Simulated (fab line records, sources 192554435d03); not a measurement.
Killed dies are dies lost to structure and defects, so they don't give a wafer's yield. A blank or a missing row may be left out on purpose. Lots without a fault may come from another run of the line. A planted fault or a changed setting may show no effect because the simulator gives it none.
Split-lot experiment | flow n5_finfet | 7 lots, 21 wafers read, on a route of 1938 steps

THE SPLIT
At N5_SD_EPI_P_EPI_21 (deposits SiGe:B, time 355 s), the setting epi_growth_time_s was moved away from the recipe's 355 s on 7 of the 21 wafers read, by -9.6% to +8.7%. The other wafers ran this setting at the recipe's value.

FROM THE SPLIT TO THE READING: what the file shows between them, 1 step
- N5_SD_ACTIVATION_LSA_01: time 0.0008 s (also split here: temp_c)

THE READING
RS_SD_P, in ohm/sq, at N5_SD_ACTIVATION_RS_MEAS_03 (measures by four-point-probe). Fault-free wafers of this fab line usually give 56.0 ohm/sq, standard deviation 1 ohm/sq.

wafer  | tool, chamber at the split | epi_growth_time_s as run, s | against the recipe | RS_SD_P, ohm/sq | against lot-mates on the recipe
L076.3 | epi_rpcvd-04, 0            | 385.9                       | +8.7%              | 51.0            | -4.5
L076.4 | epi_rpcvd-04, 0            | 355                         | recipe             | 55.8            | -
L076.5 | epi_rpcvd-04, 0            | 355                         | recipe             | 55.2            | -
L077.4 | epi_rpcvd-04, 0            | 355                         | recipe             | 56.3            | -
L077.5 | epi_rpcvd-04, 0            | 355                         | recipe             | 56.4            | -
L077.6 | epi_rpcvd-04, 0            | 355                         | recipe             | 57.4            | -
L083.1 | epi_rpcvd-04, 0            | 355                         | recipe             | 57.9            | -
L083.5 | epi_rpcvd-04, 0            | 355                         | recipe             | 58.1            | -
L083.6 | epi_rpcvd-04, 0            | 355                         | recipe             | 58.4            | -
L085.1 | epi_rpcvd-01, 0            | 355                         | recipe             | 55.9            | -
L085.2 | epi_rpcvd-01, 0            | 355                         | recipe             | 56.4            | -
L085.4 | epi_rpcvd-01, 0            | 355                         | recipe             | 56.6            | -
L088.1 | epi_rpcvd-01, 0            | 320.8                       | -9.6%              | 60.2            | +3.3
L088.2 | epi_rpcvd-01, 0            | 320.8                       | -9.6%              | 59.7            | +2.8
L088.3 | epi_rpcvd-01, 0            | 355                         | recipe             | 56.9            | -
L090.1 | epi_rpcvd-01, 0            | 355                         | recipe             | 56.0            | -
L090.2 | epi_rpcvd-01, 0            | 321.5                       | -9.4%              | 60.1            | +4.1
L090.3 | epi_rpcvd-01, 0            | 321.5                       | -9.4%              | 59.2            | +3.2
L092.1 | epi_rpcvd-02, 0            | 355                         | recipe             | 56.5            | -
L092.2 | epi_rpcvd-02, 0            | 364.4                       | +2.6%              | 55.0            | -1.5
L092.6 | epi_rpcvd-02, 0            | 364.4                       | +2.6%              | 55.5            | -1.0

THE FIT
A straight line over all 21 wafers: RS_SD_P changes by -0.402 ohm/sq for each +1% of epi_growth_time_s; r = -0.89; the points scatter about the line by 0.97 ohm/sq.
The same after taking each lot's own level away (the mean of its wafers on the recipe; 21 wafers): -0.39 ohm/sq for each +1%; r = -0.97; scatter 0.45 ohm/sq.
On that fit, the largest move of epi_growth_time_s shifts the reading by 3.8 ohm/sq.
The lots' own levels span 55.50 to 58.13 ohm/sq, that is 2.6 times the standard deviation above.
So the lot-to-lot level changes the slope little: the two slopes agree.
Check: with one of the wafers moved furthest among these (-9.6%) left out of the fit, the line predicts +3.7 ohm/sq for it against its lot-mates. It came out at +3.3 ohm/sq against them.

OTHER SPLITS ON THESE WAFERS
These wafers also went through other splits before the reading. Each is held against what the fit with the lots' levels taken away leaves over:
other split on the same wafers        | wafers away from the commonest value | r with RS_SD_P (lot level and that fit taken away)
N5_WELL_APT_PEB_06 peb_time_s         | 6                                    | -0.01
N5_WELL_APT_DEVELOP_07 develop_time_s | 5                                    | +0.39
N5_FIN_SAQP_PECVD_47 time_s           | 8                                    | +0.22
N5_FIN_SAQP_EXPOSE_13 dose_mj         | 9                                    | +0.09
N5_SD_EPI_N_ETCH_45 target_depth_a    | 10                                   | -0.15
N5_SD_ACTIVATION_LSA_01 temp_c        | 6                                    | -0.36

THE WHOLE CHAIN: every reading that the file lists as answering this split, in the file's order
step                        | what it does                 | reading                                                                           | change (the file's fit)               | r (the file's)
N5_SD_EPI_P_EPI_21          | deposits SiGe:B, time 355 s  | SiGe-B_of_SD_EPI_P_EPI_21.thk_nm (the simulator's own value, which no gauge read) | +0.407 nm for each +1% of the setting | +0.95
N5_SD_ACTIVATION_RS_MEAS_03 | measures by four-point-probe | RS_SD_P                                                                           | -0.398 for each +1% of the setting    | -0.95

THE FILE'S OWN FIT
RS_SD_P changes by -0.398 ohm/sq for each +1% of epi_growth_time_s, r = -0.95.
